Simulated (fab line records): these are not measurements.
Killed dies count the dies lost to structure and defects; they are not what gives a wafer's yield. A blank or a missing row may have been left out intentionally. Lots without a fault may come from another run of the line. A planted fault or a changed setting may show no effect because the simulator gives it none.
fab line records	flow n5_finfet	part 1 of 2: steps 1 to 18 of 26
[record] lots = 5	wafers = 15	last_day = 19
route steps=1938 shown BEOL_M4@1051
lots untouched by any fault: they come from a run of this same line in which no faults occurred
start_h: hours from the record's first day to the start of the lot's first wafer shown	wait_h: hours from the lot's prior step to this one	" repeats the value in the row above	L1.1+2: one row covering several wafers at once	- either no value or no given start	* or withheld: withheld	< > ~ a bound
route shown NAME@n: names a module that has steps shown in the file, with the first one's number in the route	usual: mean/standard deviation of fault-free wafers	same: alike in all rows	chamber/n: place in a boat	sites: readings site by site	_std_site: how widely they spread, as a standard deviation	_edge_site: mean of outer sites minus mean of inner sites	radius_mm: for every site, how far away it sits from the centre of the wafer	mask NAME#n: copy n	behind: the most recent tool/chamber to have shaped the wafer	hold: why the lot went on hold/how many hours it stayed there/how the hold came to an end	device: transistor that didn't switch, given as n, p or np	end of line: the route-end tests of the same wafers	for a step that has no rows: nothing shown but its recipe	killed: at the first sort, the dies lost to defects and structure; wafer yield is something else	map: a wafer's dies, x killed, . not, _ none there
set.NAME: the run value of the setting; set.NAME@STEP: its run value at that earlier step	model.NAME: the simulator's own value behind a step, which no gauge read
certain route steps with their lots: each step a table, each wafer a row
services: a tool's chamber out of use, with start hour (start_h, from the record's first day; less than 0 if before it), hours out, and reason
[[steps]]
[step N5_BEOL_M4_EBR_24]
[recipe] solvent = PGMEA	ebr_width_mm = 1.5
[usual] exhaust_pa = 45.2/0.93
lot.wafer	tool	chamber	start_h	wait_h	exhaust_pa
L076.2	litho_track-03	0	-	-	44.6
L076.3	"	0	"	"	43.8
L076.6	"	0	"	"	43.8
L079.1	litho_track-05	0	-	-	43.7
L079.3	"	0	"	"	43.6
L079.5	"	0	"	"	45.6
L082.1	litho_track-04	0	-	-	43.7
L082.2	"	0	"	"	43.7
L082.3	"	0	"	"	46.8
L090.1	litho_track-05	0	-	-	44.6
L090.5	"	0	"	"	45.4
L090.6	"	0	"	"	44.9
L095.2	litho_track-04	0	-	-	44.9
L095.3	"	0	"	"	45.4
L095.6	"	0	"	"	45.9
[step N5_BEOL_M4_SOFTBAKE_23]
[recipe] temp_c = 110	time_s = 60	resist = CAR-EUV
[usual] exhaust_pa = 45.0/0.97
lot.wafer	tool	chamber	start_h	wait_h	exhaust_pa
L076.2	litho_track-03	0	-	-	45.1
L076.3	"	0	"	"	46.1
L076.6	"	0	"	"	45.0
L079.1	litho_track-05	0	-	-	45.4
L079.3	"	0	"	"	45.4
L079.5	"	0	"	"	46.1
L082.1	litho_track-04	0	-	-	46.0
L082.2	"	0	"	"	47.0
L082.3	"	0	"	"	45.4
L090.1	litho_track-05	0	-	-	44.8
L090.5	"	0	"	"	45.6
L090.6	"	0	"	"	46.1
L095.2	litho_track-04	0	-	-	43.8
L095.3	"	0	"	"	44.8
L095.6	"	0	"	"	45.3
[step N5_BEOL_M4_EXPOSE_25]
[recipe] mask_id = V3	na = 0.33	source_shape = quasar	sigma_inner = 0.2	sigma_outer = 0.8	polarization = unpolarized	defocus_nm = 5	dose_mj = 63
lot.wafer	tool	chamber	start_h	wait_h	mask
L076.2+3+6	euv_scanner-02	0	178.48	-	V3#0
L079.1+3+5	euv_scanner-01	0	203.50	-	V3#0
L082.1+2+3	euv_scanner-02	0	211.96	-	V3#0
L090.1+5+6	euv_scanner-02	0	286.85	-	V3#0
L095.2+3+6	euv_scanner-02	0	309.21	-	V3#0
[step N5_BEOL_M4_PEB_26]
[recipe] peb_temp_c = 100	peb_time_s = 60	resist = CAR-EUV
[usual] exhaust_pa = 44.9/1.1
lot.wafer	tool	chamber	start_h	wait_h	exhaust_pa
L076.2	litho_track-03	0	178.55	0.1	45.8
L076.3	"	0	"	"	45.1
L076.6	"	0	"	"	45.6
L079.1	litho_track-05	0	203.57	0.1	47.7
L079.3	"	0	"	"	46.7
L079.5	"	0	"	"	46.8
L082.1	litho_track-04	0	212.04	0.1	44.6
L082.2	"	0	"	"	45.1
L082.3	"	0	"	"	44.9
L090.1	litho_track-04	0	286.92	0.1	44.9
L090.5	"	0	"	"	44.8
L090.6	"	0	"	"	45.7
L095.2	litho_track-05	0	309.28	0.1	43.4
L095.3	"	0	"	"	46.6
L095.6	"	0	"	"	44.6
[step N5_BEOL_M4_DEVELOP_27]
[recipe] develop_time_s = 30	developer = TMAH	resist = CAR-EUV	rinse_liquid = surfactant_rinse	dry = air_spin	dev_temp_c = 23
[usual] developer_temp_C = 22.99/0.11	exhaust_pa = 45.1/0.88
lot.wafer	tool	chamber	start_h	wait_h	developer_temp_C	exhaust_pa
L076.2	litho_track-03	0	-	-	22.84	44.0
L076.3	"	0	"	"	22.99	44.4
L076.6	"	0	"	"	23.09	44.8
L079.1	litho_track-05	0	-	-	22.98	45.8
L079.3	"	0	"	"	22.94	45.5
L079.5	"	0	"	"	22.94	44.9
L082.1	litho_track-04	0	-	-	22.98	44.9
L082.2	"	0	"	"	22.88	44.8
L082.3	"	0	"	"	22.99	45.0
L090.1	litho_track-04	0	-	-	22.99	44.7
L090.5	"	0	"	"	22.83	42.7
L090.6	"	0	"	"	22.96	45.8
L095.2	litho_track-05	0	-	-	22.79	47.9
L095.3	"	0	"	"	22.85	45.6
L095.6	"	0	"	"	22.82	46.0
[step N5_BEOL_M4_CD_MEAS_28]
[recipe] target_cd_nm = 26.2	landing_energy_ev = 500	detector = se_inlens	target_cd_y_nm = 24.1	polarity = opening
[usual] cd_nm = 26.20/0.24
lot.wafer	tool	chamber	start_h	wait_h	cd_nm
L076.2	cd_sem-03	0	178.62	-	25.96
L076.3	"	0	"	"	25.99
L076.6	"	0	"	"	26.39
L079.1	cd_sem-02	0	203.64	-	26.02
L079.3	"	0	"	"	26.09
L079.5	"	0	"	"	26.13
L082.1	cd_sem-02	0	212.10	-	26.25
L082.2	"	0	"	"	26.38
L082.3	"	0	"	"	26.56
L090.1	cd_sem-01	0	286.99	-	26.26
L090.5	"	0	"	"	26.31
L090.6	"	0	"	"	26.02
L095.2	cd_sem-01	0	309.35	-	26.30
L095.3	"	0	"	"	26.30
L095.6	"	0	"	"	26.42
[step N5_BEOL_M4_OVL_MEAS_29]
[recipe] points_per_wafer = 522
[usual] V3_OVL = -0.1/0.6
[same] points_per_wafer = 522
lot.wafer	tool	chamber	start_h	wait_h	V3_OVL[nm]
L076.2	overlay-01	0	178.65	0.0	-0.3
L076.3	"	0	"	"	-0.4
L076.6	"	0	"	"	-0.4
L079.1	overlay-02	0	203.67	0.0	-1.4
L079.3	"	0	"	"	-0.9
L079.5	"	0	"	"	-0.8
L082.1	overlay-01	0	212.13	0.0	-0.5
L082.2	"	0	"	"	-0.4
L082.3	"	0	"	"	-0.2
L090.1	overlay-02	0	287.02	0.0	-0.1
L090.5	"	0	"	"	-0.2
L090.6	"	0	"	"	-0.5
L095.2	overlay-02	0	309.39	0.0	-0.5
L095.3	"	0	"	"	-0.2
L095.6	"	0	"	"	-0.6
[step N5_BEOL_M4_INSPECT_30]
[recipe] mode = adi	inspect_instrument = brightfield
[usual] raw_defect_count = 395/92
lot.wafer	tool	chamber	start_h	wait_h	raw_defect_count
L076.2	defect_inspect-02	-	178.71	0.0	331
L076.3	"	-	"	"	397
L076.6	"	-	"	"	426
L079.1	defect_inspect-02	-	203.73	0.1	416
L079.3	"	-	"	"	367
L079.5	"	-	"	"	407
L082.1	defect_inspect-01	-	212.19	0.1	450
L082.2	"	-	"	"	426
L082.3	"	-	"	"	596
L090.1	defect_inspect-02	-	287.08	0.1	425
L090.5	"	-	"	"	521
L090.6	"	-	"	"	427
L095.2	defect_inspect-01	-	309.45	0.0	290
L095.3	"	-	"	"	254
L095.6	"	-	"	"	335
[step N5_BEOL_M4_DESCUM_33]
[recipe] chemistry = O2	time_s = 7	source_power_w = 50	bias_power_w = 20	pressure_mtorr = 20	rf_frequency_hz = 2.712e+07	temp_c = 40	resist = CAR-EUV	o2_flow_sccm = 225
[usual] drypump_motor_current_A = 5.71/0.27	oes_product_au = 0.84/0.085	rf_vpp_V = 243.6/1.5	showerhead_plenum_p_Torr = 2.12/0.077	throttle_valve_pct = 20.30/0.28
lot.wafer	tool	chamber	start_h	wait_h	drypump_motor_current_A	oes_product_au	rf_hours_counter_h	rf_vpp_V	showerhead_plenum_p_Torr	throttle_valve_pct
L076.2	rie_diel-04	1	178.74	0.0	6.06	0.96	9	243.8	2.13	20.20
L076.3	"	0	"	"	5.41	0.67	231	244.5	2.07	20.40
L076.6	"	3	"	"	6.03	0.89	-	244.5	2.23	20.45
L079.1	rie_diel-05	2	203.77	0.0	6.16	0.83	81	243.3	2.10	20.49
L079.3	"	1	"	"	5.80	0.90	24	244.0	2.12	19.80
L079.5	"	1	"	"	5.79	0.90	-	243.4	2.12	19.83
L082.1	rie_diel-04	2	212.23	0.0	5.48	0.67	230	242.1	1.98	20.93
L082.2	"	3	"	"	6.02	0.88	56	244.5	2.22	20.45
L082.3	"	0	"	"	5.42	0.66	242	243.9	2.07	20.43
L090.1	rie_diel-04	0	287.11	0.0	5.42	0.91	13	244.4	2.06	20.07
L090.5	"	0	"	"	5.46	0.93	-	241.2	2.06	20.08
L090.6	"	3	"	"	6.02	0.83	-	246.5	2.21	20.50
L095.2	rie_diel-06	3	309.91	0.5	5.26	0.89	38	242.7	2.12	19.79
L095.3	"	2	"	"	5.73	0.81	87	244.3	2.20	20.06
L095.6	"	3	"	"	5.29	0.89	-	243.8	2.12	19.80
[step N5_BEOL_M4_ETCH_77]
[recipe] chemistry = N2/H2	target = underlayer	target_depth_a = 65	mask_material = CAR-EUV	time_s = 5.2	ion_energy_ev = 200	pressure_mtorr = 30	source_w = 840	bias_w = 150	n2_flow_sccm = 200	h2_flow_sccm = 200	ends = cleared
[usual] drypump_motor_current_A = 5.72/0.27	etch_rf_on_time_s = 5.17/0.11	oes_product_au = 0.71/0.071	rf_vpp_V = 524.9/2.9	showerhead_plenum_p_Torr = 2.58/0.096	throttle_valve_pct = 17.76/0.29
lot.wafer	tool	chamber	start_h	wait_h	drypump_motor_current_A	etch_rf_on_time_s	oes_product_au	rf_hours_counter_h	rf_vpp_V	showerhead_plenum_p_Torr	throttle_valve_pct
L076.2	rie_diel-04	1	178.77	0.0	6.09	5.09	0.82	9	524.5	2.60	17.68
L076.3	"	0	"	"	5.48	5.41	0.57	231	523.5	2.51	17.89
L076.6	"	3	"	"	6.03	5.03	0.75	-	528.2	2.71	17.83
L079.1	rie_diel-05	2	203.80	0.0	6.17	5.26	0.70	81	524.4	2.58	18.03
L079.3	"	1	"	"	5.81	5.25	0.77	24	528.2	2.59	17.25
L079.5	"	1	"	"	5.81	5.24	0.77	-	524.1	2.59	17.27
L082.1	rie_diel-04	2	212.26	0.0	5.47	5.28	0.58	230	518.5	2.42	18.43
L082.2	"	3	"	"	6.02	5.12	0.74	56	529.4	2.71	17.85
L082.3	"	0	"	"	5.43	5.42	0.57	242	521.6	2.50	17.91
L090.1	rie_diel-04	0	287.15	0.0	5.48	5.10	0.79	13	522.1	2.49	17.50
L090.5	"	0	"	"	5.44	5.12	0.79	-	523.0	2.49	17.51
L090.6	"	3	"	"	6.05	5.10	0.69	-	527.7	2.69	17.87
L095.2	rie_diel-06	3	309.95	0.0	5.25	5.00	0.78	38	524.9	2.58	17.39
L095.3	"	2	"	"	5.78	5.12	0.70	87	528.2	2.67	17.45
L095.6	"	3	"	"	5.26	5.07	0.78	-	524.0	2.58	17.41
[step N5_BEOL_M4_ETCH_69]
[recipe] chemistry = CF4	target = SiARC	target_depth_a = 156	mask_material = CAR-EUV	time_s = 26	ion_energy_ev = 80	pressure_mtorr = 40	source_w = 545	bias_w = 36	Ar_flow_sccm = 100	cf4_flow_sccm = 100	ends = cleared
[usual] drypump_motor_current_A = 5.71/0.27	etch_rf_on_time_s = 25.8/0.51	oes_product_au = 0.72/0.072	rf_vpp_V = 184.4/1.2	showerhead_plenum_p_Torr = 2.17/0.075	throttle_valve_pct = 15.49/0.24
lot.wafer	tool	chamber	start_h	wait_h	drypump_motor_current_A	etch_rf_on_time_s	oes_product_au	rf_hours_counter_h	rf_vpp_V	showerhead_plenum_p_Torr	throttle_valve_pct
L076.2	rie_diel-04	1	178.79	0.0	6.04	25.2	0.82	9	185.7	2.17	15.37
L076.3	"	0	"	"	5.46	27.1	0.58	231	184.4	2.13	15.64
L076.6	"	3	"	"	6.02	25.8	0.75	-	184.3	2.27	15.53
L079.1	rie_diel-05	2	203.82	0.0	6.15	26.7	0.70	81	183.8	2.15	15.69
L079.3	"	1	"	"	5.80	26.8	0.77	24	184.7	2.19	15.11
L079.5	"	1	"	"	5.81	26.7	0.76	-	184.9	2.19	15.11
L082.1	rie_diel-04	2	212.28	0.0	5.45	26.2	0.58	230	182.1	2.03	16.06
L082.2	"	3	"	"	6.03	25.5	0.74	56	185.2	2.27	15.53
L082.3	"	0	"	"	5.46	26.9	0.57	242	183.8	2.12	15.68
L090.1	rie_diel-04	0	287.17	0.0	5.42	25.9	0.79	13	184.2	2.12	15.23
L090.5	"	0	"	"	5.43	25.6	0.78	-	184.9	2.12	15.24
L090.6	"	3	"	"	6.03	25.5	0.71	-	185.2	2.26	15.60
L095.2	rie_diel-06	3	309.96	0.0	5.27	25.2	0.79	38	184.9	2.19	15.14
L095.3	"	2	"	"	5.74	25.7	0.69	87	186.5	2.26	15.33
L095.6	"	3	"	"	5.24	25.1	0.79	-	184.1	2.19	15.14
[step N5_BEOL_M4_ALD_98]
[recipe] material = SiO2	target_thk_a = 25	temp_c = 100	ald_precursor_family = BDEAS	ald_co_reactant = O2-plasma	pulse_time_s = 1	co_reactant_pulse_time_s = 1	purge_time_s = 2	co_reactant_purge_time_s = 2	ald_cycles = 17	pressure_torr = 2
[usual] heater_power_outer_w = 42/6.1	heater_power_w = 79/8.6	precursor_pulse_height_rel = 0.999/0.018
lot.wafer	tool	chamber	start_h	wait_h	heater_power_outer_w	heater_power_w	precursor_pulse_height_rel
L076.2	ald_sin-04	2	179.22	0.4	42	72	0.983
L076.3	"	3	"	"	44	89	0.992
L076.6	"	1	"	"	35	72	1.016
L079.1	ald_sin-04	2	203.99	0.1	43	73	0.982
L079.3	"	0	"	"	33	68	1.040
L079.5	"	3	"	"	46	89	1.034
L082.1	ald_sin-04	2	212.38	0.1	43	74	1.002
L082.2	"	3	"	"	45	90	0.982
L082.3	"	1	"	"	34	70	1.030
L090.1	ald_sin-03	1	287.45	0.3	50	92	0.994
L090.5	"	2	"	"	41	74	0.990
L090.6	"	3	"	"	33	68	1.025
L095.2	ald_sin-03	0	310.05	0.1	42	75	1.015
L095.3	"	3	"	"	34	66	0.990
L095.6	"	0	"	"	41	76	0.998
[step N5_BEOL_M4_ETCHBACK_99]
[recipe] chemistry = CHF3	target = SiO2	target_depth_a = 50	time_s = 10.4	source_w = 215	bias_w = 47	Ar_flow_sccm = 200	CHF3_flow_sccm = 12	ion_energy_ev = 100	pressure_mtorr = 30
[usual] drypump_motor_current_A = 5.71/0.26	oes_product_au = 0.84/0.081	rf_vpp_V = 243/5	showerhead_plenum_p_Torr = 2.19/0.078	throttle_valve_pct = 16.96/0.24
lot.wafer	tool	chamber	start_h	wait_h	drypump_motor_current_A	oes_product_au	rf_hours_counter_h	rf_vpp_V	showerhead_plenum_p_Torr	throttle_valve_pct
L076.2	rie_diel-05	0	182.20	2.9	5.52	0.77	116	240	2.16	16.76
L076.3	"	2	"	"	6.15	0.83	72	238	2.18	17.22
L076.6	"	1	"	"	5.83	0.92	-	241	2.20	16.55
L079.1	rie_diel-05	0	206.72	2.7	5.59	0.77	126	239	2.15	16.77
L079.3	"	2	"	"	6.13	0.82	82	238	2.17	17.23
L079.5	"	2	"	"	6.12	0.83	-	236	2.17	17.23
L082.1	rie_diel-04	0	224.94	12.5	5.41	0.66	246	245	2.13	17.09
L082.2	"	1	"	"	6.05	0.92	23	241	2.19	16.88
L082.3	"	2	"	"	5.46	0.68	234	237	2.04	17.57
L090.1	rie_diel-05	3	307.23	19.7	5.91	0.88	33	235	2.12	17.03
L090.5	"	1	"	"	5.82	0.83	-	242	2.19	16.65
L090.6	"	2	"	"	6.16	0.78	-	236	2.16	17.30
L095.2	rie_diel-06	0	326.39	16.3	5.58	0.79	101	241	2.25	17.12
L095.3	"	2	"	"	5.76	0.80	93	249	2.28	16.86
L095.6	"	2	"	"	5.79	0.80	-	249	2.28	16.85
[step N5_BEOL_M4_ETCH_70]
[recipe] chemistry = N2/H2	target = SOC	target_depth_a = 800	overetch_a = 240	mask_material = SiARC	temp_c = 40	time_s = 130	ion_energy_ev = 200	pressure_mtorr = 30	source_w = 840	bias_w = 150	n2_flow_sccm = 200	h2_flow_sccm = 200
[usual] drypump_motor_current_A = 5.72/0.26	oes_product_au = 0.62/0.056	rf_vpp_V = 525.2/2.7	showerhead_plenum_p_Torr = 2.59/0.094	throttle_valve_pct = 17.70/0.28
lot.wafer	tool	chamber	start_h	wait_h	drypump_motor_current_A	oes_product_au	rf_hours_counter_h	rf_vpp_V	showerhead_plenum_p_Torr	throttle_valve_pct
L076.2	rie_diel-05	0	182.24	0.0	5.61	0.57	116	524.6	2.55	17.50
L076.3	"	2	"	"	6.16	0.62	73	526.0	2.58	17.95
L076.6	"	1	"	"	5.80	0.67	-	524.7	2.59	17.19
L079.1	rie_diel-05	0	206.76	0.0	5.56	0.57	126	523.6	2.55	17.51
L079.3	"	2	"	"	6.15	0.60	82	526.5	2.57	17.97
L079.5	"	2	"	"	6.11	0.62	-	524.0	2.57	17.99
L082.1	rie_diel-04	0	224.98	0.0	5.44	0.50	246	523.2	2.50	17.87
L082.2	"	1	"	"	6.04	0.67	23	525.2	2.59	17.63
L082.3	"	2	"	"	5.47	0.50	234	519.9	2.41	18.37
L090.1	rie_diel-05	3	307.27	0.0	5.88	0.65	33	521.7	2.49	17.83
L090.5	"	1	"	"	5.82	0.62	-	525.8	2.57	17.28
L090.6	"	2	"	"	6.14	0.58	-	524.8	2.56	18.06
L095.2	rie_diel-06	0	326.42	0.0	5.61	0.58	101	528.1	2.68	17.94
L095.3	"	2	"	"	5.76	0.59	93	527.5	2.67	17.41
L095.6	"	2	"	"	5.74	0.60	-	527.3	2.67	17.39
[step N5_BEOL_M4_STRIP_71]
[recipe] chemistry = N2/H2	temp_c = 40	n2_flow_sccm = 200	h2_flow_sccm = 200	rf_frequency_hz = 6e+07
lot.wafer	tool	chamber	start_h	wait_h
L076.2+3+6	rie_diel-05	0,2,1	182.32	0.0
L079.1+3+5	rie_diel-05	0,2,2	206.85	0.0
L082.1+2+3	rie_diel-04	0,1,2	225.06	0.0
L090.1+5+6	rie_diel-05	3,1,2	307.35	0.0
L095.2+3+6	rie_diel-06	0,2,2	326.51	0.0
[step N5_BEOL_M4_STRIP_78]
[recipe] chemistry = N2/H2	temp_c = 40	n2_flow_sccm = 200	h2_flow_sccm = 200	rf_frequency_hz = 6e+07
lot.wafer	tool	chamber	start_h	wait_h
L076.2+3+6	rie_diel-05	0,2,1	182.33	0.0
L079.1+3+5	rie_diel-05	0,2,2	206.86	0.0
L082.1+2+3	rie_diel-04	0,1,2	225.07	0.0
L090.1+5+6	rie_diel-05	3,1,2	307.36	0.0
L095.2+3+6	rie_diel-06	0,2,2	326.52	0.0
[step N5_BEOL_M4_VIA_ETCH_34]
[recipe] chemistry = C4F6/O2	target_depth_a = 694	mask_material = SOC	pressure_mtorr = 15	ion_energy_ev = 250	taper_deg = 4	time_s = 65.9	source_w = 350	bias_w = 170	Ar_flow_sccm = 300	C4F6_flow_sccm = 10	O2_flow_sccm = 10
[usual] drypump_motor_current_A = 5.71/0.27	oes_product_au = 0.84/0.081	rf_vpp_V = 672/13	showerhead_plenum_p_Torr = 2.90/0.1	throttle_valve_pct = 30.71/0.26
lot.wafer	tool	chamber	start_h	wait_h	drypump_motor_current_A	oes_product_au	rf_hours_counter_h	rf_vpp_V	showerhead_plenum_p_Torr	throttle_valve_pct
L076.2	rie_diel-05	0	182.34	0.0	5.56	0.78	116	665	2.85	30.31
L076.3	"	2	"	"	6.13	0.82	73	657	2.87	30.91
L076.6	"	1	"	"	5.80	0.92	-	666	2.91	30.17
L079.1	rie_diel-05	0	206.87	0.0	5.56	0.76	126	667	2.84	30.34
L079.3	"	2	"	"	6.16	0.82	82	658	2.87	30.91
L079.5	"	2	"	"	6.15	0.82	-	656	2.87	30.92
L082.1	rie_diel-04	0	225.08	0.0	5.48	0.66	246	676	2.81	30.85
L082.2	"	1	"	"	6.07	0.92	23	665	2.89	30.51
L082.3	"	2	"	"	5.43	0.67	234	657	2.69	31.37
L090.1	rie_diel-05	3	307.37	0.0	5.89	0.88	33	648	2.81	30.97
L090.5	"	1	"	"	5.81	0.84	-	666	2.88	30.23
L090.6	"	2	"	"	6.13	0.78	-	657	2.85	30.94
L095.2	rie_diel-06	0	326.53	0.0	5.57	0.79	101	664	2.97	30.82
L095.3	"	2	"	"	5.74	0.80	94	689	3.01	30.63
L095.6	"	2	"	"	5.73	0.81	-	688	3.01	30.65
[step N5_BEOL_M4_STRIP_83]
[recipe] chemistry = C4F6/O2	resist = SiARC	rf_frequency_hz = 6e+07
lot.wafer	tool	chamber	start_h	wait_h
L076.2+3+6	rie_diel-05	0,2,1	182.39	0.0
L079.1+3+5	rie_diel-05	0,2,2	206.92	0.0
L082.1+2+3	rie_diel-04	0,1,2	225.13	0.0
L090.1+5+6	rie_diel-05	3,1,2	307.42	0.0
L095.2+3+6	rie_diel-06	0,2,2	326.58	0.0
